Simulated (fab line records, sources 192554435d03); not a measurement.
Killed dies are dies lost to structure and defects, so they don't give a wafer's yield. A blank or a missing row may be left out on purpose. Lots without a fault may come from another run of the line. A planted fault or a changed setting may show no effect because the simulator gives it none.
Which tool did it? | flow n5_finfet | 10 lots, 30 wafers sampled, at 3 steps of a route of 1938

WHAT THE GAUGES READ, wafer by wafer
N5_BEOL_M4_RC_MEAS_101.
lot  | measured     | on        | DIBL_N (mV/V)  | DIBL_P (mV/V)  | IOFF_N (nA/um) | IOFF_P (nA/um) | ION_N (uA/um) | ION_P (uA/um) | SS_N (mV/dec)  | SS_P (mV/dec)  | VT_N (mV)   | VT_P (mV)
L881 | day 7 21:28  | prober-02 | 39.4 37.9 40.5 | 39.7 38.3 40.5 | 0.20 0.16 0.22 | 0.27 0.24 0.30 | 685 692 695   | 474 480 473   | 72.3 71.5 71.9 | 73.8 72.9 74.1 | 249 249 247 | -244 -249 -245
L884 | day 8 10:56  | prober-01 | 36.5 37.6 35.0 | 38.4 38.5 35.3 | 0.18 0.20 0.13 | 0.25 0.26 0.19 | 678 701 649   | 464 476 453   | 71.1 71.8 70.9 | 73.2 73.6 72.6 | 247 245 255 | -246 -246 -250
L885 | day 8 17:58  | prober-01 | 37.8 38.2 36.8 | 36.7 37.9 35.4 | 0.15 0.16 0.12 | 0.17 0.20 0.16 | 669 678 644   | 445 464 438   | 72.4 71.1 72.1 | 73.7 74.5 73.0 | 253 250 257 | -258 -256 -257
L886 | day 8 20:34  | prober-01 | 35.7 33.3 34.0 | 35.2 34.2 35.0 | 0.16 0.12 0.12 | 0.19 0.17 0.19 | 665 652 651   | 452 453 457   | 71.9 70.8 70.7 | 72.6 72.6 72.9 | 251 254 256 | -254 -253 -251
L893 | day 11 09:36 | prober-01 | 37.6 31.5 36.7 | 36.0 28.5 34.3 | 0.17 0.09 0.17 | 0.26 0.14 0.23 | 671 648 681   | 466 451 471   | 71.2 69.6 71.2 | 73.7 72.5 73.0 | 250 254 246 | -246 -254 -243
L895 | day 11 14:35 | prober-01 | 39.9 36.7 36.6 | 39.5 35.6 35.2 | 0.23 0.16 0.16 | 0.33 0.24 0.24 | 676 674 696   | 469 469 476   | 73.1 71.7 71.7 | 74.4 73.7 73.8 | 246 250 250 | -244 -247 -246
L896 | day 11 17:31 | prober-01 | 35.7 34.6 36.0 | 38.0 36.0 37.9 | 0.18 0.16 0.16 | 0.21 0.18 0.20 | 688 691 665   | 468 468 458   | 71.6 71.2 71.8 | 73.2 72.8 73.8 | 247 248 250 | -251 -252 -252
L900 | day 13 04:14 | prober-01 | 34.2 37.1 35.1 | 33.9 35.9 34.9 | 0.14 0.18 0.14 | 0.18 0.22 0.21 | 684 680 660   | 469 471 455   | 70.8 71.7 72.4 | 72.9 73.4 72.9 | 252 252 251 | -252 -249 -246
L903 | day 13 21:27 | prober-02 | 35.4 33.3 34.5 | 35.4 32.2 34.5 | 0.14 0.10 0.13 | 0.22 0.17 0.21 | 663 647 674   | 456 452 474   | 70.9 70.8 71.5 | 73.0 72.6 72.9 | 250 258 255 | -248 -251 -250
L904 | day 14 07:34 | prober-01 | 33.8 38.3 32.8 | 34.0 38.9 33.3 | 0.13 0.21 0.12 | 0.21 0.28 0.19 | 661 687 688   | 458 475 477   | 71.6 71.9 72.0 | 72.5 73.3 71.6 | 253 247 253 | -248 -245 -250

N5_BEOL_M11_CD_MEAS_28: target cd 70 nm.
lot  | measured     | on        | cd_nm (nm)
L881 | day 9 17:22  | cd_sem-02 | 69.4 70.1 69.7
L884 | day 10 05:41 | cd_sem-01 | 68.7 71.7 71.5
L885 | day 10 12:25 | cd_sem-01 | 70.4 70.7 69.8
L886 | day 10 20:56 | cd_sem-02 | 69.4 69.1 68.9
L893 | day 14 05:20 | cd_sem-02 | 70.1 68.3 69.5
L895 | day 14 07:31 | cd_sem-02 | 69.9 71.4 69.1
L896 | day 14 16:08 | cd_sem-01 | 68.7 68.9 68.5
L900 | day 15 09:52 | cd_sem-01 | 69.7 69.6 70.9
L903 | day 16 11:33 | cd_sem-01 | 71.3 70.7 70.3
L904 | day 17 02:29 | cd_sem-03 | 70.3 70.6 70.4

WHICH TOOL RAN EACH LOT (tool, then ch and the chambers of the sampled wafers, then the start)
lot  | N5_BEOL_M11_STRIP_67
L881 | rie_diel-02 ch 0,2,3, day 9 16:12
L884 | rie_diel-02 ch 2,3, day 10 04:22
L885 | rie_diel-06 ch 1,3, day 10 10:42
L886 | rie_diel-01 ch 1,2, day 10 20:01
L893 | rie_diel-06 ch 1,3, day 14 02:54
L895 | rie_diel-02 ch 1,3, day 14 06:58
L896 | rie_diel-02 ch 0,1,3, day 14 13:35
L900 | rie_diel-06 ch 0,1,3, day 15 07:58
L903 | rie_diel-02 ch 0,3, day 16 10:54
L904 | rie_diel-06 ch 0,1,2, day 17 01:40
- N5_BEOL_M11_STRIP_67: strips in CF4.

WHAT THE TOOLS THEMSELVES READ (means of the sampled wafers that have a number; where no wafer has one, the mark that the record gives instead)
N5_BEOL_M11_STRIP_67.
lot  | tool        | drypump_motor_current_A (A) | oes_product_au (a.u.) | rf_vpp_V (V) | showerhead_plenum_p_Torr (Torr) | throttle_valve_pct (%)
L881 | rie_diel-02 | 5.9                         | 0.79                  | 271.3        | 1.80                            | 13.68
L884 | rie_diel-02 | 6.1                         | 0.79                  | 270.4        | 1.72                            | 13.57
L885 | rie_diel-06 | 5.2                         | 0.84                  | 272.2        | 1.85                            | 13.69
L886 | rie_diel-01 | 5.4                         | 0.70                  | 271.2        | 1.84                            | 13.87
L893 | rie_diel-06 | 5.1                         | 0.84                  | 270.1        | 1.80                            | 13.64
L895 | rie_diel-02 | 6.1                         | 0.73                  | 269.1        | 1.69                            | 13.62
L896 | rie_diel-02 | 5.9                         | 0.73                  | 270.4        | 1.76                            | 13.76
L900 | rie_diel-06 | 5.3                         | 0.81                  | 271.5        | 1.80                            | 13.64
L903 | rie_diel-02 | 6.1                         | 0.72                  | 270.3        | 1.70                            | 13.79
L904 | rie_diel-06 | 5.6                         | 0.83                  | 270.5        | 1.83                            | 13.53

THE ANSWER, worked out from the rows above alone
Rule: what is usual is taken from the lots themselves. Put in order of their means at a reading, lots are off if they are a third of the lots or fewer, leave a main group of 4 or more, and stand apart from it by a gap of 3 or more times the standard deviation of the main group's means; of several such gaps the widest counts. A main group whose means are all the same, to the digits that the tables above print for the reading, isn't used. A lot without any number at a reading at which 4 lots or more have one is off too. The other lots that the step has rows for count as sound. The gauges are gone through in route order, then the tools' own readings, and for those a lot's mean is taken as printed above. The first step at which some lot is off is used, and at that step the reading that is off furthest; a lot without a number counts as furthest.
No lot is off at any reading shown: from this, nothing can be told.

WHAT THE SIMULATOR HAD PUT IN
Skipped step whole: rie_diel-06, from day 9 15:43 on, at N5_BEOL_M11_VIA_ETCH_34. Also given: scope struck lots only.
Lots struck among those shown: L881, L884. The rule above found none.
